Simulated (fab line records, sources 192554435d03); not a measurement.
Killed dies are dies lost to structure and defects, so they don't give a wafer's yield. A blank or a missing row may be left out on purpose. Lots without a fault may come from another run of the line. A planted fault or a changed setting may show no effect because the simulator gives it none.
fab line records | flow n5_finfet | part 1 of 2: steps 1 to 4 of 6
record lots=19 wafers=57 last_day=17
route steps=1938 shown SD_EPI_N@278 SD_EPI_P@312 SDB@363 HKMG_FIN@387
lots that met no fault: from a run of the same line without faults
start_h: hours from the record's first day to the start of the lot's first wafer shown | wait_h: hours since the lot's step before | " the same as in the row above | L1.1+2: a row that stands for several wafers | - no value, or no start given | * or withheld: withheld | < > ~ a bound
route shown NAME@n: a module of which the file shows steps, and the number in the route of the first | usual: mean/standard deviation of fault-free wafers | same: alike in all rows | chamber/n: place in a boat | sites: the reading at each site | _std_site: their standard deviation | _edge_site: outer sites' mean less inner sites' | radius_mm: how far each site lies from the wafer's centre | mask NAME#n: copy n | behind: the tool/chamber that last shaped the wafer | hold: why the lot was held/for how many hours/how that ended | device: the transistor (n, p or np) that didn't switch | end of line: the same wafers' tests at the end of the route | a step without rows: its recipe alone | killed: dies lost to structure and defects at the first sort, not the wafer's yield | map: a wafer's dies, x killed, . not, _ none there
set.NAME: the setting as run; set.NAME@STEP: as run at that earlier step | model.NAME: the simulator's own value behind a step, which no gauge read
steps of the route over a sample of lots; a table a step, a row a wafer
services: from which hour (start_h, from the record's first day; less than 0 if before it) a tool's chamber was out of use, for how many hours, and why
## steps
# step N5_SD_EPI_N_ETCH_45
# recipe chemistry=CH3F/O2 target=SiOCN target_depth_a=60 mask_material=SOC ion_energy_ev=60 bias_w=29 pressure_mtorr=15 source_w=410 Ar_flow_sccm=150 CH3F_flow_sccm=30 O2_flow_sccm=20
# usual drypump_motor_current_A=5.6/0.47 oes_product_au=0.81/0.091 rf_vpp_V=127.5/1.1 showerhead_plenum_p_Torr=2.01/0.094 throttle_valve_pct=23.36/0.15
# columns lot.wafer tool chamber start_h wait_h drypump_motor_current_A oes_product_au rf_hours_counter_h rf_vpp_V showerhead_plenum_p_Torr throttle_valve_pct
L075.3 rie_diel-03 0 60.77 0.1 6.2 0.75 136 128.0 2.08 23.55
L075.4 " 1 " " 5.2 1.01 - 128.1 2.13 22.91
L075.6 " 2 " " 6.0 0.81 - 126.9 1.93 23.26
L076.1 rie_diel-01 2 61.93 0.1 5.1 0.71 225 127.8 1.89 23.68
L076.2 " 3 " " 5.7 0.78 143 128.4 2.08 23.29
L076.4 " 0 " " 6.5 0.89 26 126.3 2.06 23.27
L077.1 rie_diel-04 3 70.60 0.1 5.1 0.75 164 126.7 1.92 23.41
L077.2 " 2 " " 5.1 0.91 24 128.8 2.13 23.24
L077.5 " 1 " " 5.8 0.68 - 127.3 1.96 23.56
L078.2 rie_diel-04 3 73.79 0.1 5.0 0.74 165 126.6 1.92 23.39
L078.3 " 0 " " 5.6 0.96 1 129.1 2.15 23.37
L078.5 " 2 " " 5.1 0.90 - 128.1 2.13 23.25
L079.1 rie_diel-01 2 79.56 0.1 5.0 0.70 231 127.7 1.89 23.70
L079.2 " 0 " " 6.5 0.88 33 125.1 2.06 23.28
L079.6 " 1 " " 5.7 0.74 - 125.5 1.91 23.29
L080.1 rie_diel-01 1 89.80 0.1 5.7 0.73 167 126.0 1.91 23.30
L080.2 " 0 " " 6.5 0.87 36 127.9 2.06 23.28
L080.4 " 2 " " 5.0 0.70 235 127.3 1.89 23.71
L081.2 rie_diel-01 0 91.33 0.1 6.5 0.88 36 128.3 2.06 23.29
L081.3 " 2 " " 5.0 0.70 235 126.6 1.89 23.71
L081.6 " 2 " " 5.0 0.69 - 126.4 1.89 23.73
L082.1 rie_diel-04 2 99.78 0.1 5.1 0.87 38 128.1 2.13 23.24
L082.2 " 3 " " 5.0 0.73 176 127.4 1.91 23.41
L082.6 " 1 " " 5.8 0.95 - 127.0 1.96 23.19
L083.1 rie_diel-04 2 103.36 0.1 5.1 0.88 39 128.7 2.13 23.25
L083.2 " 0 " " 5.5 0.93 13 128.4 2.15 23.39
L083.5 " 0 " " 5.5 0.92 - 127.2 2.15 23.37
L085.1 rie_diel-01 3 117.97 0.1 5.7 0.76 164 127.5 2.07 23.33
L085.3 " 1 " " 5.8 0.73 176 126.0 1.91 23.30
L085.5 " 0 " " 6.5 0.86 - 127.9 2.05 23.28
L086.1 rie_diel-04 2 123.85 0.1 5.1 0.87 46 130.2 2.12 23.27
L086.4 " 1 " " 5.9 0.92 14 127.3 1.96 23.20
L086.5 " 0 " " 5.6 0.91 - 127.8 2.14 23.39
L087.1 rie_diel-01 0 127.96 0.1 6.5 0.87 50 126.6 2.05 23.29
L087.4 " 1 " " 5.8 0.73 177 125.2 1.91 23.32
L087.5 " 3 " " 5.7 0.76 - 128.4 2.07 23.31
L089.3 rie_diel-01 1 140.34 0.1 5.7 0.71 182 126.4 1.91 23.33
L089.4 " 1 " " 5.8 0.72 - 126.3 1.91 23.31
L089.6 " 0 " " 6.6 0.85 - 127.9 2.05 23.29
L090.4 rie_diel-01 3 144.54 0.1 5.7 0.75 - 127.9 2.07 23.34
L090.5 " 1 " " 5.7 0.72 - 126.8 1.91 23.31
L090.6 " 0 " " 6.5 0.85 - 126.9 2.05 23.30
L091.2 rie_diel-04 3 151.03 0.1 5.0 0.71 194 125.6 1.91 23.45
L091.3 " 2 " " 5.1 0.86 55 128.9 2.12 23.27
L091.5 " 0 " " 5.6 0.88 - 128.4 2.14 23.40
L092.2 rie_diel-04 2 156.77 0.1 5.1 0.87 57 128.4 2.12 23.28
L092.4 " 1 " " 5.9 0.90 26 126.9 1.95 23.22
L092.5 " 0 " " 5.6 0.88 - 127.6 2.14 23.42
L093.1 rie_diel-01 2 163.23 0.1 5.1 0.99 4 128.1 2.13 23.41
L093.5 " 2 " " 5.1 0.98 - 127.8 2.13 23.42
L093.6 " 3 " " 5.7 0.75 - 127.9 2.06 23.35
L096.2 rie_diel-01 1 181.39 0.1 5.8 0.71 198 125.9 1.90 23.32
L096.4 " 2 " " 5.0 0.97 11 127.9 2.13 23.45
L096.6 " 1 " " 5.8 0.71 - 125.7 1.90 23.33
L097.2 rie_diel-01 2 188.23 0.1 5.1 0.95 14 129.0 2.13 23.42
L097.3 " 1 " " 5.7 0.71 201 126.6 1.90 23.34
L097.4 " 3 " " 5.7 0.74 191 128.1 2.06 23.36
# step N5_SD_EPI_N_ETCH_16
# recipe chemistry=CHF3/O2 target=SiO2 target_depth_a=50 mask_material=SOC pressure_mtorr=30 source_w=650 bias_w=170 Ar_flow_sccm=200 CHF3_flow_sccm=50 O2_flow_sccm=5 ion_energy_ev=200
# usual drypump_motor_current_A=5.6/0.47 oes_f_703_au=0.81/0.087 oes_product_au=0.81/0.092 rf_vpp_V=527/16 showerhead_plenum_p_Torr=2.43/0.11 throttle_valve_pct=18.88/0.16
# columns lot.wafer tool chamber start_h wait_h drypump_motor_current_A oes_f_703_au oes_product_au rf_hours_counter_h rf_vpp_V showerhead_plenum_p_Torr throttle_valve_pct
L075.3 rie_diel-03 0 60.87 0.1 6.3 0.74 0.74 136 527 2.51 19.11
L075.4 " 1 " " 5.2 0.95 1.00 - 541 2.57 18.58
L075.6 " 2 " " 6.0 0.82 0.82 - 529 2.33 18.78
L076.1 rie_diel-01 2 62.03 0.1 5.0 0.71 0.71 225 515 2.29 19.25
L076.2 " 3 " " 5.7 0.75 0.78 143 560 2.51 18.84
L076.4 " 0 " " 6.5 0.90 0.89 26 526 2.48 18.72
L077.1 rie_diel-04 3 70.70 0.1 5.0 0.75 0.74 164 516 2.32 18.96
L077.2 " 2 " " 5.1 0.90 0.90 24 538 2.57 18.68
L077.5 " 1 " " 5.9 0.70 0.68 - 504 2.38 19.22
L078.2 rie_diel-04 3 73.89 0.1 5.0 0.75 0.74 165 516 2.32 18.96
L078.3 " 0 " " 5.6 0.95 0.97 1 523 2.58 18.88
L078.5 " 2 " " 5.1 0.89 0.90 - 537 2.57 18.71
L079.1 rie_diel-01 2 79.66 0.1 5.0 0.70 0.71 231 515 2.28 19.24
L079.2 " 0 " " 6.5 0.88 0.88 33 525 2.48 18.72
L079.6 " 1 " " 5.8 0.77 0.73 - 516 2.31 18.80
L080.1 rie_diel-01 1 89.90 0.1 5.8 0.77 0.73 167 518 2.31 18.79
L080.2 " 0 " " 6.5 0.88 0.88 36 525 2.48 18.73
L080.4 " 2 " " 5.0 0.71 0.70 235 517 2.28 19.25
L081.2 rie_diel-01 0 91.43 0.1 6.5 0.88 0.88 36 525 2.48 18.73
L081.3 " 2 " " 5.0 0.70 0.69 235 514 2.28 19.26
L081.6 " 2 " " 5.0 0.70 0.70 - 513 2.28 19.25
L082.1 rie_diel-04 2 99.88 0.1 5.1 0.88 0.88 38 539 2.56 18.70
L082.2 " 3 " " 5.0 0.74 0.74 176 517 2.31 18.98
L082.6 " 1 " " 5.8 0.99 0.96 - 504 2.38 18.80
L083.1 rie_diel-04 2 103.46 0.1 5.1 0.87 0.87 39 539 2.56 18.68
L083.2 " 0 " " 5.6 0.89 0.92 13 523 2.58 18.91
L083.5 " 0 " " 5.5 0.89 0.92 - 524 2.58 18.92
L085.1 rie_diel-01 3 118.07 0.1 5.7 0.73 0.77 164 560 2.50 18.88
L085.3 " 1 " " 5.8 0.76 0.73 176 518 2.30 18.80
L085.5 " 0 " " 6.5 0.87 0.86 - 525 2.48 18.75
L086.1 rie_diel-04 2 123.95 0.1 5.1 0.86 0.86 46 539 2.56 18.70
L086.4 " 1 " " 5.8 0.95 0.95 14 504 2.37 18.82
L086.5 " 0 " " 5.6 0.87 0.91 - 525 2.58 18.91
L087.1 rie_diel-01 0 128.06 0.1 6.5 0.86 0.86 50 526 2.48 18.75
L087.4 " 1 " " 5.7 0.76 0.73 177 517 2.30 18.80
L087.5 " 3 " " 5.7 0.72 0.75 - 561 2.50 18.89
L089.3 rie_diel-01 1 140.44 0.1 5.8 0.75 0.72 182 516 2.30 18.82
L089.4 " 1 " " 5.8 0.75 0.72 - 516 2.30 18.81
L089.6 " 0 " " 6.5 0.85 0.85 - 527 2.47 18.78
L090.4 rie_diel-01 3 144.61 0.0 5.7 0.72 0.75 - 560 2.49 18.89
L090.5 " 1 " " 5.7 0.74 0.72 - 516 2.30 18.81
L090.6 " 0 " " 6.5 0.85 0.84 - 526 2.47 18.77
L091.2 rie_diel-04 3 151.13 0.1 5.0 0.72 0.73 194 515 2.31 19.01
L091.3 " 2 " " 5.1 0.85 0.86 55 539 2.56 18.73
L091.5 " 0 " " 5.5 0.86 0.88 - 522 2.57 18.94
L092.2 rie_diel-04 2 156.87 0.1 5.1 0.84 0.85 57 538 2.56 18.73
L092.4 " 1 " " 5.8 0.93 0.91 26 504 2.37 18.83
L092.5 " 0 " " 5.6 0.85 0.88 - 523 2.57 18.94
L093.1 rie_diel-01 2 163.33 0.1 5.1 0.98 0.99 4 521 2.57 18.89
L093.5 " 2 " " 5.1 0.98 0.99 - 523 2.56 18.88
L093.6 " 3 " " 5.7 0.72 0.75 - 559 2.49 18.92
L096.2 rie_diel-01 1 181.49 0.1 5.8 0.74 0.72 198 516 2.30 18.83
L096.4 " 2 " " 5.1 0.95 0.97 11 523 2.56 18.89
L096.6 " 1 " " 5.7 0.73 0.72 - 515 2.30 18.86
L097.2 rie_diel-01 2 188.33 0.1 5.1 0.94 0.96 14 522 2.56 18.90
L097.3 " 1 " " 5.8 0.74 0.70 201 518 2.30 18.85
L097.4 " 3 " " 5.7 0.71 0.73 191 561 2.49 18.92
# step N5_SD_EPI_P_ETCH_16
# recipe chemistry=CHF3/O2 target=SiO2 target_depth_a=50 mask_material=SOC pressure_mtorr=30 source_w=650 bias_w=170 Ar_flow_sccm=200 CHF3_flow_sccm=50 O2_flow_sccm=5 ion_energy_ev=200
# usual drypump_motor_current_A=5.5/0.43 oes_f_703_au=0.82/0.082 oes_product_au=0.81/0.084 rf_vpp_V=515/17 showerhead_plenum_p_Torr=2.43/0.084 throttle_valve_pct=18.79/0.15
# columns lot.wafer tool chamber start_h wait_h drypump_motor_current_A oes_f_703_au oes_product_au rf_hours_counter_h rf_vpp_V showerhead_plenum_p_Torr throttle_valve_pct
L075.3 rie_diel-05 3 65.21 0.1 5.2 0.91 0.92 11 534 2.46 18.65
L075.4 " 0 " " 6.0 0.89 0.88 38 528 2.44 18.72
L075.6 " 2 " " 5.1 0.88 0.89 - 535 2.54 18.64
L076.1 rie_diel-06 1 66.76 0.1 4.7 0.72 0.70 194 494 2.39 18.94
L076.2 " 3 " " 5.9 0.85 0.83 102 497 2.25 18.55
L076.4 " 0 " " 5.7 0.67 0.67 241 531 2.47 18.92
L077.1 rie_diel-02 1 76.54 0.1 6.0 0.82 0.80 115 495 2.34 18.62
L077.2 " 3 " " 5.4 0.78 0.76 119 507 2.52 18.86
L077.5 " 3 " " 5.4 0.78 0.76 - 509 2.52 18.87
L078.2 rie_diel-05 3 79.07 0.1 5.2 0.91 0.91 16 535 2.45 18.66
L078.3 " 2 " " 5.1 0.88 0.89 38 537 2.54 18.64
L078.5 " 3 " " 5.2 0.89 0.91 - 534 2.45 18.67
L079.1 rie_diel-06 2 84.09 0.1 5.4 0.91 0.88 58 510 2.54 18.66
L079.2 " 0 " " 5.6 0.67 0.67 246 531 2.47 18.91
L079.6 " 0 " " 5.6 0.67 0.67 - 530 2.47 18.92
L080.1 rie_diel-05 0 94.95 0.1 6.1 0.88 0.88 44 528 2.44 18.72
L080.2 " 3 " " 5.2 0.89 0.90 20 535 2.45 18.67
L080.4 " 1 " " 5.9 0.97 0.95 12 512 2.49 18.93
L081.2 rie_diel-05 3 96.00 0.1 5.2 0.89 0.90 21 534 2.45 18.67
L081.3 " 0 " " 6.0 0.88 0.87 44 528 2.44 18.72
L081.6 " 2 " " 5.1 0.86 0.87 - 537 2.54 18.66
L082.1 rie_diel-06 1 105.39 0.1 4.7 0.71 0.70 207 493 2.39 18.97
L082.2 " 3 " " 5.9 0.83 0.82 113 497 2.25 18.58
L082.6 " 1 " " 4.7 0.71 0.69 - 496 2.39 18.97
L083.1 rie_diel-02 1 107.77 0.1 6.0 0.81 0.80 122 495 2.34 18.63
L083.2 " 2 " " 5.9 0.75 0.74 178 503 2.38 18.93
L083.5 " 0 " " 5.0 0.75 0.77 - 542 2.43 18.94
L085.1 rie_diel-05 3 123.12 0.1 5.2 0.87 0.88 28 533 2.45 18.69
L085.3 " 2 " " 5.1 0.85 0.86 50 537 2.54 18.67
L085.5 " 1 " " 5.8 0.94 0.93 - 509 2.48 18.95
L086.1 rie_diel-05 2 129.13 0.1 5.1 0.84 0.87 52 537 2.54 18.65
L086.4 " 1 " " 5.8 0.94 0.92 23 511 2.48 18.95
L086.5 " 2 " " 5.1 0.85 0.86 - 536 2.54 18.67
L087.1 rie_diel-02 3 133.22 0.1 5.5 0.76 0.75 137 508 2.51 18.91
L087.4 " 0 " " 5.1 0.76 0.76 155 541 2.43 18.96
L087.5 " 0 " " 5.1 0.75 0.76 - 541 2.43 18.95
L089.3 rie_diel-06 1 145.49 0.1 4.7 0.71 0.67 223 496 2.38 18.99
L089.4 " 2 " " 5.4 0.88 0.84 80 511 2.53 18.70
L089.6 " 2 " " 5.4 0.89 0.84 - 510 2.53 18.71
L090.4 rie_diel-06 0 150.18 0.1 5.7 0.95 0.96 6 529 2.46 18.62
L090.5 " 1 " " 4.7 0.70 0.67 - 495 2.38 18.96
L090.6 " 0 " " 5.6 0.97 0.96 - 530 2.46 18.63
L091.2 rie_diel-05 3 155.58 0.1 5.2 0.85 0.86 39 535 2.45 18.71
L091.3 " 1 " " 5.9 0.92 0.90 31 509 2.48 18.96
L091.5 " 0 " " 6.0 0.86 0.83 - 528 2.43 18.73
L092.2 rie_diel-02 1 161.97 0.1 6.0 0.79 0.79 140 494 2.33 18.66
L092.4 " 3 " " 5.5 0.76 0.74 144 508 2.51 18.90
L092.5 " 1 " " 6.0 0.79 0.78 - 495 2.33 18.66
L093.1 rie_diel-02 0 168.52 0.1 5.0 0.74 0.74 167 541 2.42 18.98
L093.5 " 1 " " 6.0 0.79 0.78 - 495 2.33 18.68
L093.6 " 0 " " 5.0 0.74 0.75 - 541 2.42 18.95
L096.2 rie_diel-06 3 185.93 0.1 5.9 0.80 0.79 141 499 2.24 18.62
L096.4 " 1 " " 4.7 0.70 0.67 235 495 2.38 19.00
L096.6 " 0 " " 5.7 0.92 0.95 - 531 2.46 18.64
L097.2 rie_diel-06 2 193.01 0.1 5.4 0.87 0.82 94 510 2.52 18.71
L097.3 " 3 " " 5.9 0.80 0.78 143 496 2.23 18.62
L097.4 " 1 " " 4.7 0.69 0.67 237 493 2.38 19.01
# step N5_SDB_STRIP_21
# recipe chemistry=CF4 resist=SiARC power_w=300 bias_power_w=75 pressure_mtorr=50 cf4_flow_sccm=150 rf_frequency_hz=6e+07
# usual drypump_motor_current_A=5.7/0.46 oes_product_au=0.79/0.088 rf_vpp_V=271.7/1.8 showerhead_plenum_p_Torr=1.83/0.078 throttle_valve_pct=13.63/0.29
# columns lot.wafer tool chamber start_h wait_h drypump_motor_current_A oes_product_au rf_hours_counter_h rf_vpp_V showerhead_plenum_p_Torr throttle_valve_pct
L075.3 rie_diel-01 0 77.70 0.0 6.5 0.87 32 272.1 1.83 13.23
L075.4 " 1 " " 5.7 0.74 163 270.4 1.72 13.50
L075.6 " 2 " " 5.1 0.70 - 268.7 1.72 14.10
L076.1 rie_diel-04 0 78.27 0.0 5.6 0.94 3 274.3 1.92 13.47
L076.2 " 3 " " 5.0 0.73 167 269.9 1.73 13.66
L076.4 " 0 " " 5.6 0.94 - 273.9 1.92 13.49
L077.1 rie_diel-04 1 88.33 0.0 5.8 0.99 1 269.5 1.74 13.20
L077.2 " 3 " " 5.1 0.72 171 268.6 1.73 13.68
L077.5 " 1 " " 5.8 0.99 - 270.0 1.74 13.20
L078.2 rie_diel-01 3 90.16 0.0 5.7 0.75 154 273.8 1.86 13.54
L078.3 " 0 " " 6.5 0.85 36 271.3 1.83 13.22
L078.5 " 3 " " 5.7 0.76 - 271.5 1.86 13.56
L079.1 rie_diel-03 2 94.99 0.0 6.0 0.79 116 268.0 1.73 13.52
L079.2 " 0 " " 6.2 0.74 149 272.5 1.87 13.82
L079.6 " 2 " " 6.0 0.79 - 271.2 1.73 13.50
L080.1 rie_diel-03 3 106.98 0.0 5.6 0.70 176 272.3 1.89 14.12
L080.2 " 2 " " 6.0 0.78 119 270.6 1.73 13.51
L080.4 " 0 " " 6.2 0.74 153 274.1 1.87 13.82
L081.2 rie_diel-04 2 107.31 0.0 5.1 0.84 40 274.2 1.90 13.27
L081.3 " 0 " " 5.5 0.90 14 274.6 1.92 13.52
L081.6 " 3 " " 5.0 0.71 - 268.7 1.73 13.70
L082.1 rie_diel-01 3 117.24 0.0 5.7 0.75 163 273.1 1.86 13.57
L082.2 " 2 " " 5.0 0.70 243 270.2 1.72 14.10
L082.6 " 0 " " 6.6 0.84 - 270.4 1.83 13.25
L083.1 rie_diel-04 0 119.44 0.0 5.5 0.89 19 273.6 1.91 13.53
L083.2 " 1 " " 5.8 0.94 13 269.6 1.74 13.25
L083.5 " 1 " " 5.8 0.92 - 269.0 1.74 13.22
L085.1 rie_diel-03 0 135.12 0.0 6.2 0.73 164 272.7 1.86 13.86
L085.3 " 3 " " 5.6 0.70 186 271.6 1.88 14.15
L085.5 " 0 " " 6.3 0.73 - 273.5 1.86 13.86
L086.1 rie_diel-03 2 141.74 0.0 6.0 0.77 132 269.6 1.73 13.54
L086.4 " 3 " " 5.6 0.70 189 273.2 1.88 14.15
L086.5 " 0 " " 6.3 0.74 - 272.5 1.86 13.84
L087.1 rie_diel-01 3 145.45 0.0 5.7 0.73 176 272.1 1.85 13.59
L087.4 " 0 " " 6.5 0.83 - 271.0 1.82 13.29
L087.5 " 1 " " 5.8 0.72 - 269.9 1.72 13.58
L089.3 rie_diel-01 0 158.26 0.0 6.5 0.82 62 272.1 1.82 13.28
L089.4 " 1 " " 5.8 0.72 189 270.3 1.72 13.56
L089.6 " 3 " " 5.7 0.74 - 271.8 1.85 13.62
L090.4 rie_diel-01 2 161.31 0.0 5.0 0.98 3 273.3 1.93 13.55
L090.5 " 3 " " 5.6 0.73 - 271.9 1.85 13.61
L090.6 " 2 " " 5.1 0.99 - 273.7 1.93 13.55
L091.2 rie_diel-04 2 166.88 0.0 5.1 0.81 60 273.8 1.90 13.32
L091.3 " 3 " " 5.0 0.70 199 269.8 1.72 13.75
L091.5 " 3 " " 5.0 0.70 - 269.1 1.72 13.73
L092.2 rie_diel-01 2 173.08 0.0 5.1 0.96 9 273.6 1.93 13.56
L092.4 " 1 " " 5.8 0.71 194 269.7 1.71 13.58
L092.5 " 2 " " 5.1 0.95 - 274.0 1.93 13.57
L093.1 rie_diel-03 2 181.76 0.0 6.0 0.76 148 269.3 1.72 13.55
L093.5 " 2 " " 6.0 0.77 - 270.8 1.72 13.57
L093.6 " 3 " " 5.6 0.68 - 272.0 1.88 14.17
L096.2 rie_diel-03 1 198.32 0.0 5.2 0.85 59 273.6 1.92 13.42
L096.4 " 0 " " 6.3 0.71 - 274.5 1.86 13.93
L096.6 " 1 " " 5.2 0.85 - 271.9 1.92 13.43
L097.2 rie_diel-03 0 204.33 0.0 6.3 0.71 195 272.1 1.86 13.92
L097.3 " 2 " " 6.0 0.74 162 270.6 1.72 13.60
L097.4 " 3 " " 5.6 0.67 214 272.6 1.88 14.19
